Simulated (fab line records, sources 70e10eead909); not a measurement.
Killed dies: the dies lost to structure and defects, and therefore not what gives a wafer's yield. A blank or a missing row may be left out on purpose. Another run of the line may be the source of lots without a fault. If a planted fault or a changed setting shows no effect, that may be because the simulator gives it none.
Chamber matching :: flow nandHarc :: 4 sister chambers for NHARC_P_M2_ETCH_15 on rieDiel-02
The step etches the open film in C4F8/Ar, target depth 182.5 nm, time 91.2 s. 14 wafers are shown with their chamber, then 7 later ones without.

## WAFERS PAIRED WITH THEIR CHAMBERS
wafer: L274.1
chamber: 3
rfVppV (V): 439.5
chamberPressureMTorr (mTorr): 25.018
oesProductAu (a.u.): 0.938

wafer: L274.2
chamber: 2
rfVppV (V): 443.0
chamberPressureMTorr (mTorr): 24.983
oesProductAu (a.u.): 0.942

wafer: L274.4
chamber: 1
rfVppV (V): 443.2
chamberPressureMTorr (mTorr): 24.984
oesProductAu (a.u.): 0.943

wafer: L279.2
chamber: 3
rfVppV (V): 440.3
chamberPressureMTorr (mTorr): 24.979
oesProductAu (a.u.): 0.985

wafer: L279.5
chamber: 2
rfVppV (V): 442.7
chamberPressureMTorr (mTorr): 24.973
oesProductAu (a.u.): 0.973

wafer: L279.6
chamber: 1
rfVppV (V): 443.6
chamberPressureMTorr (mTorr): 24.969
oesProductAu (a.u.): 0.965

wafer: L281.1
chamber: 1
rfVppV (V): 443.5
chamberPressureMTorr (mTorr): 25.009
oesProductAu (a.u.): 0.954

wafer: L281.3
chamber: 0
rfVppV (V): 438.5
chamberPressureMTorr (mTorr): 25.002
oesProductAu (a.u.): 0.983

wafer: L281.6
chamber: 0
rfVppV (V): 436.9
chamberPressureMTorr (mTorr): 25.017
oesProductAu (a.u.): 0.983

wafer: L285.2
chamber: 1
rfVppV (V): 444.1
chamberPressureMTorr (mTorr): 25.007
oesProductAu (a.u.): 0.967

wafer: L285.5
chamber: 0
rfVppV (V): 438.9
chamberPressureMTorr (mTorr): 25.001
oesProductAu (a.u.): 0.969

wafer: L285.6
chamber: 3
rfVppV (V): 438.9
chamberPressureMTorr (mTorr): 24.990
oesProductAu (a.u.): 0.979

wafer: L290.1
chamber: 0
rfVppV (V): 438.8
chamberPressureMTorr (mTorr): 25.005
oesProductAu (a.u.): 0.968

wafer: L290.3
chamber: 1
rfVppV (V): 443.8
chamberPressureMTorr (mTorr): 24.964
oesProductAu (a.u.): 0.952

SIGNATURES (averages over the wafers above)
reading: rfVppV
chamber 0: 438.275
chamber 1: 443.640
chamber 2: 442.850
chamber 3: 439.567
scatter within a chamber: 0.64

reading: chamberPressureMTorr
chamber 0: 25.00625
chamber 1: 24.98660
chamber 2: 24.97800
chamber 3: 24.99567
scatter within a chamber: 0.0166

reading: oesProductAu
chamber 0: 0.97575
chamber 1: 0.95620
chamber 2: 0.95750
chamber 3: 0.96733
scatter within a chamber: 0.0155
Rule: a wafer's distance from a chamber is the root of the sum, over the readings, of the square of ((its reading less the chamber's mean) divided by the reading's scatter). The wafer belongs to the nearest chamber; if the next one is less than 2 further off, it can't be placed. The scatter is the square root of a quotient: the sum, over the shown wafers, of each reading's squared deviation from its chamber's mean, divided by wafers minus chambers.

## WAFERS WITH NO CHAMBER GIVEN
wafer: L290.6
rfVppV (V): 440.2
chamberPressureMTorr (mTorr): 24.997
oesProductAu (a.u.): 0.966

wafer: L294.1
rfVppV (V): 442.7
chamberPressureMTorr (mTorr): 24.951
oesProductAu (a.u.): 0.980

wafer: L294.5
rfVppV (V): 442.7
chamberPressureMTorr (mTorr): 24.964
oesProductAu (a.u.): 0.990

wafer: L294.6
rfVppV (V): 439.6
chamberPressureMTorr (mTorr): 24.997
oesProductAu (a.u.): 0.959

wafer: L293.2
rfVppV (V): 441.1
chamberPressureMTorr (mTorr): 25.018
oesProductAu (a.u.): 0.965

wafer: L293.3
rfVppV (V): 438.4
chamberPressureMTorr (mTorr): 25.002
oesProductAu (a.u.): 0.962

wafer: L293.6
rfVppV (V): 443.8
chamberPressureMTorr (mTorr): 25.004
oesProductAu (a.u.): 0.979

## THE CHAMBER EACH PASSED THROUGH
wafer: L290.6
from the rows above: 3
in truth: 3

wafer: L294.1
from the rows above: can't be placed: 2 or 1
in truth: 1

wafer: L294.5
from the rows above: can't be placed: 2 or 1
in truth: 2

wafer: L294.6
from the rows above: can't be placed: 3 or 0
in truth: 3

wafer: L293.2
from the rows above: can't be placed: 3 or 2 or 1 or 0
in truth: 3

wafer: L293.3
from the rows above: can't be placed: 0 or 3
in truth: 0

wafer: L293.6
from the rows above: can't be placed: 1 or 2
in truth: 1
1 of 7 placed correctly. Can't be placed from these rows: 6 (the true chamber is among the candidates in 6). Number placed wrongly: 0.
